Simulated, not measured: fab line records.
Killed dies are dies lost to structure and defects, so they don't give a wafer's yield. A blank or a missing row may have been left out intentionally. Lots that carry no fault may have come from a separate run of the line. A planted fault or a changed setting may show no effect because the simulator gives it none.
Split-lot trial | flow n5Finfet | 21 wafers read across 7 lots, on a route 1938 steps long

== THE SPLIT ITSELF ==
At N5_BEOL_M3_HM_DEP_02 (deposits TiN, target thk 20 nm), the setting targetThkA was moved away from the recipe's 200 angstrom on 5 of the 21 wafers read, by -11.4% to +13.5%. For the rest of the wafers, this setting stayed at what the recipe calls for.

== FROM THE SPLIT TO THE READING: what the file shows between them, 5 steps ==
- N5_BEOL_M3_COAT_73: time 60 s, resist thk 5 nm (also split here: tempC)
- N5_BEOL_M3_COAT_05: resist thk 30 nm
- N5_BEOL_M3_EBR_07
- N5_BEOL_M3_STRIP_75: strips in N2/H2
- N5_BEOL_M3_STRIP_66: strips in CF4

== THE READING ==
etch.depthNm (the simulator's own value, which no gauge read), in nm, at N5_BEOL_M3_HM_OPEN_17 (chemistry Cl2/BCl3, target TiN, target depth 20 nm, overetch 6 nm). The file gives no usual value for it. Average 19.97 nm, standard deviation 0.14 nm, over the 16 wafers here run with the recipe.

wafer  | tool, chamber at the split | targetThkA as run, angstrom | against the recipe | etch.depthNm, nm | against lot-mates on the recipe
L080.2 | pvdSputter-01, -           | 178.5                       | -10.8%             | 17.65            | -2.17
L080.3 | pvdSputter-01, -           | 200                         | recipe             | 19.71            | -
L080.6 | pvdSputter-01, -           | 200                         | recipe             | 19.93            | -
L083.4 | pvdSputter-01, -           | 200                         | recipe             | 19.91            | -
L083.5 | pvdSputter-01, -           | 200                         | recipe             | 19.87            | -
L083.6 | pvdSputter-01, -           | 200                         | recipe             | 19.99            | -
L084.1 | pvdSputter-02, -           | 200                         | recipe             | 19.99            | -
L084.2 | pvdSputter-02, -           | 200                         | recipe             | 20.34            | -
L084.4 | pvdSputter-02, -           | 200                         | recipe             | 20.1             | -
L085.1 | pvdSputter-03, -           | 177.2                       | -11.4%             | 17.73            | -2.29
L085.3 | pvdSputter-03, -           | 200                         | recipe             | 19.96            | -
L085.4 | pvdSputter-03, -           | 200                         | recipe             | 20.08            | -
L086.1 | pvdSputter-01, -           | 226.9                       | +13.5%             | 22.47            | +2.64
L086.2 | pvdSputter-01, -           | 200                         | recipe             | 19.83            | -
L086.5 | pvdSputter-01, -           | 226.9                       | +13.5%             | 22.46            | +2.63
L088.3 | pvdSputter-02, -           | 207.3                       | +3.6%              | 20.94            | +0.89
L088.4 | pvdSputter-02, -           | 200                         | recipe             | 20.1             | -
L088.6 | pvdSputter-02, -           | 200                         | recipe             | 19.99            | -
L092.2 | pvdSputter-02, -           | 200                         | recipe             | 19.84            | -
L092.3 | pvdSputter-02, -           | 200                         | recipe             | 20.03            | -
L092.5 | pvdSputter-02, -           | 200                         | recipe             | 19.88            | -

FIT RESULTS
A straight line over all 21 wafers: etch.depthNm changes by +0.195 nm for each +1% of targetThkA; r = +0.99; the points scatter about the line by 0.16 nm.
The same after taking each lot's own level away (the mean of its wafers on the recipe; 21 wafers): +0.199 nm for each +1%; r = +1.00; scatter 0.092 nm.
The reading moves by 2.7 nm for the largest change in targetThkA, on that fit.
The span of the lots' own levels, 19.820 to 20.143 nm, comes to 2.3 times the standard deviation stated above.
So the lot-to-lot level changes the slope little: the two slopes agree.
Check: for one of the wafers moved furthest among these (+13.5%), held out of the fit, the line's prediction against its lot-mates is +2.7 nm. It came out at +2.64 nm against them.

== OTHER SPLITS ON THESE WAFERS ==
Other splits were also applied to these wafers ahead of the reading. Each is held against what the fit with the lots' levels taken away leaves over:
other split on the same wafers           | wafers away from the commonest value | r with etch.depthNm (lot level and that fit taken away)
N5_MOL_CONTACT_COAG_EXPOSE_81 doseMj     | 7                                    | -0.09
N5_BEOL_M0_SAQP_ILD_DEP_01 timeS         | 8                                    | +0.24
N5_BEOL_M0_SAQP_COAT_82 spinRpm          | 10                                   | +0.14
N5_BEOL_M0_SAQP_SPACER1_ALD_98 aldCycles | 11                                   | +0.13
N5_BEOL_M0_SAQP_ETCH_106 targetDepthA    | 7                                    | +0.25
N5_BEOL_M0_ETCH_109 biasW                | 9                                    | -0.16
N5_BEOL_M2_ILD_DEP_00 timeS              | 6                                    | -0.29
N5_BEOL_M3_COAT_73 tempC                 | 7                                    | +0.12

== THE WHOLE CHAIN: every reading that the file lists as answering this split, in the file's order ==
step                  | what it does                                                      | reading                                                                         | change (the file's fit)               | r (the file's)
N5_BEOL_M3_HM_DEP_02  | deposits TiN, target thk 20 nm                                    | TiN_of_BEOL_M3_HM_DEP_02.thkNm (the simulator's own value, which no gauge read) | +0.201 nm for each +1% of the setting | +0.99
N5_BEOL_M3_HM_OPEN_17 | chemistry Cl2/BCl3, target TiN, target depth 20 nm, overetch 6 nm | etch.depthNm (the simulator's own value, which no gauge read)                   | +0.2 nm for each +1% of the setting   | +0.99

== THE FILE'S OWN FIT ==
etch.depthNm changes by +0.2 nm for each +1% of targetThkA, r = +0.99.
